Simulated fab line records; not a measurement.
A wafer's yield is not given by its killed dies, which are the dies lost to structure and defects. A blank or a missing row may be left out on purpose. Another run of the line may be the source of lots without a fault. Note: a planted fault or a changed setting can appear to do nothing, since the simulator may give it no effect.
Matching of chambers ; flow nand harc ; NHARC_P_ZERO_WELL_DESCUM_54 on rie diel-04: 4 sister chambers
The step chemistry O2, time 3 s. 7 wafers are shown with their chamber, then 7 later ones without.

## WAFERS WITH THEIR CHAMBER
wafer;chamber;showerhead plenum p Torr (Torr);rf vpp V (V)
L082.3;1;1.99;57.6
L082.5;3;1.78;56.5
L086.5;1;1.98;57.2
L087.2;0;1.90;57.8
L087.6;2;1.97;57.7
L092.2;2;1.96;56.7
L092.4;0;1.90;57.6

## WAFERS WHOSE CHAMBER IS MISSING
wafer;showerhead plenum p Torr (Torr);rf vpp V (V)
L092.6;1.78;58.0
L093.1;1.78;57.3
L093.2;1.90;58.0
L093.5;1.90;58.3
L097.2;1.97;58.3
L097.4;1.89;57.2
L097.6;1.77;58.2

## WHICH CHAMBER EACH ONE RAN IN
wafer;from the rows above;in truth
L092.6;3;3
L093.1;3;3
L093.2;0;0
L093.5;0;0
L097.2;can't be placed: 2 or 1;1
L097.4;0;0
L097.6;3;3
6 of 7 placed correctly. Unplaceable from these rows: 1, with the true chamber sitting among the candidates in 1. Placed wrongly: 0.
How it was worked out, from the rows above alone: a wafer's distance from a chamber is the root of the sum, over the readings, of the square of ((its reading less the chamber's mean) divided by the reading's scatter). The wafer belongs to the nearest chamber; if the next one is less than 2 further off, it can't be placed. For every chamber, the mean is computed from those of its wafers that are shown. How the scatter is found: for the shown wafers, subtract from each reading the mean of its chamber, square and add these, divide the total by (wafers less chambers), then take the root.
